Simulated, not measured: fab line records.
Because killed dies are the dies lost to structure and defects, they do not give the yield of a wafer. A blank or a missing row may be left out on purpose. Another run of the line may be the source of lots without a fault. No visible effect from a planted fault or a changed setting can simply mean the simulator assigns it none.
Struck lot and sound lot, side by side	flow nand harc	15 out of 1302 route steps
Sound: these wafers, L934.1, L934.5, L934.6. Wafers L933.2, L933.5, L933.6 were the ones struck. The cause is given at the end.
Each step with rows lists, per side, the tool, then ch with its chambers, then its first start. Under that, the readings that differ: sound wafers	struck wafers	difference of the means	sigmas: that difference in standard deviations of wafers without a fault.
alike: readings whose means differ by less than 2 such deviations, and words and numbers that are the same on both sides. not compared: withheld readings, readings that some wafer has no value for, bounds like >300 that may hide the same value, and numbers for which the record gives no deviation and whose values overlap.
The two part at a step that has a row with sigmas, a row that says differs or no value, or rows on one side only. Non-overlapping numbers with no deviation appear without sigmas and do not part them. A reading missing from all wafers of one side parts the sides only when that side holds two or more wafers.

first, 1 step without rows for these wafers: NHARC_P_ZERO_WELL_HARDBAKE_53 (time 80 s).
NHARC_P_ZERO_WELL_DESCUM_54: chemistry O2, time 3 s.
  sound on rie diel-13 ch 0,2,3, day 2 21:56; struck on rie diel-02 ch 0,3, day 2 12:02
  alike: drypump motor current A, oes product au, rf vpp V, showerhead plenum p Torr, throttle valve pct
  not compared: rf hours counter h
then, 5 steps without rows for these wafers: NHARC_P_ZERO_WELL_IMPLANT_55; NHARC_P_ZERO_WELL_IMPLANT_61; NHARC_P_ZERO_WELL_STRIP_56 (strips in SPM, time 840 s); NHARC_P_ZERO_WELL_PRECLEAN_68 (cleans in SC1, time 60 s); NHARC_P_ZERO_WELL_SRD_69.
NHARC_P_ZERO_WELL_RTA_42: time 300 s.
  sound on rtp anneal-01 ch 0, day 2 22:53; struck on rtp anneal-02 ch 0, day 2 13:08
reading	sound	struck	difference	sigmas
lamp power pct (%)	42 42 42	35 35 35	-7	-2
  alike: wafer_temp_C_max
NHARC_P_ZERO_WELL_INSPECT_43:
  sound on defect inspect-02 at day 2 23:34; struck on defect inspect-02 at day 2 13:44
  alike: raw defect count
then, 3 steps without rows for these wafers: NHARC_P_STI_ETCH_26 (etches SiO2 in dHF, target depth 11 nm); NHARC_P_STI_PRECLEAN_27 (cleans in SC1); NHARC_P_STI_SRD_28.
NHARC_P_STI_OXIDE_29: material SiO2, target thk 10 nm, ox time 1362 s.
  sound on furnace-04 ch 0, day 3 04:00; struck on furnace-07 ch 0, day 3 00:34
reading	sound	struck	difference	sigmas
zone power centre pct (%)	22.6 22.2 22.4	18.6 18.4 18.2	-4.0	-2
then, 1 step without rows for these wafers: NHARC_P_STI_HM_DEP_30 (deposits Si3N4, target thk 80 nm, time 873 s).
-- break in the record here, with 22 days between the starts of the struck wafers on either side (left off in module P_STI, picked up again in module END, where the first step shown is number 1302 on the route) --
NHARC_END_SORT_01:
  sound on prober-01 ch 0, day 25 02:53; struck on prober-02 ch 0, day 24 18:48
  alike: killed at array, killed at other, killed at periphery, killed dies, killed open, killed short

## WHERE THEY PART
Last at NHARC_P_STI_OXIDE_29 as far as this record goes, first at NHARC_P_ZERO_WELL_RTA_42. Later steps at which nothing parts them and some readings are alike: NHARC_END_SORT_01.

WHY: what had been put in by the simulator
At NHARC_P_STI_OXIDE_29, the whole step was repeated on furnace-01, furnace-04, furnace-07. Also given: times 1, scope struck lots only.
